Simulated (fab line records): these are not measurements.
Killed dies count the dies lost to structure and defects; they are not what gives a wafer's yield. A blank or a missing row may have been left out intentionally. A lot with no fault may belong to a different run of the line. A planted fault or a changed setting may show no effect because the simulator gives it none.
Chamber matching    flow n5 finfet    4 sister chambers for N5_BEOL_M10_VIA_ETCH_34 on rie diel-04
The step etches SiCOH lowk in C4F6/O2, target depth 184.5 nm, time 69.2 s. 4 wafers are shown with their chamber, then 9 later ones without.

## WAFERS, EACH WITH ITS CHAMBER
wafer   chamber  drypump motor current A (A)
L082.1  1        6.1
L084.3  3        5.6
L084.5  0        5.5
L084.6  2        5.8

## WAFERS WHOSE CHAMBER IS MISSING
wafer   drypump motor current A (A)
L087.2  5.5
L087.3  5.8
L087.4  5.6
L090.1  5.8
L090.2  5.7
L090.3  6.1
L091.2  6.2
L091.4  5.7
L091.5  5.7

## WHICH CHAMBER EACH ONE RAN IN
wafer   from the rows above           in truth
L087.2  can't be placed: 0 or 3       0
L087.3  2                             2
L087.4  can't be placed: 3 or 0       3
L090.1  2                             2
L090.2  can't be placed: 2 or 3 or 0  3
L090.3  1                             1
L091.2  1                             1
L091.4  can't be placed: 2 or 3 or 0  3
L091.5  can't be placed: 2 or 3 or 0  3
Placed correctly: 4 of 9. Cannot be placed on the basis of these rows: 5; the candidates contain the true chamber in 5. Wrongly placed: 0.
How it was worked out, from the rows above alone: a wafer's distance from a chamber is the root of the sum, over the readings, of the square of ((its reading less the chamber's mean) divided by the reading's scatter). The wafer belongs to the nearest chamber; if the next one is less than 2 further off, it can't be placed. For every chamber, the mean is computed from those of its wafers that are shown. The scatter: with one shown wafer a chamber, the root of the mean of the squares of how far each hidden wafer lies from its nearest shown one.
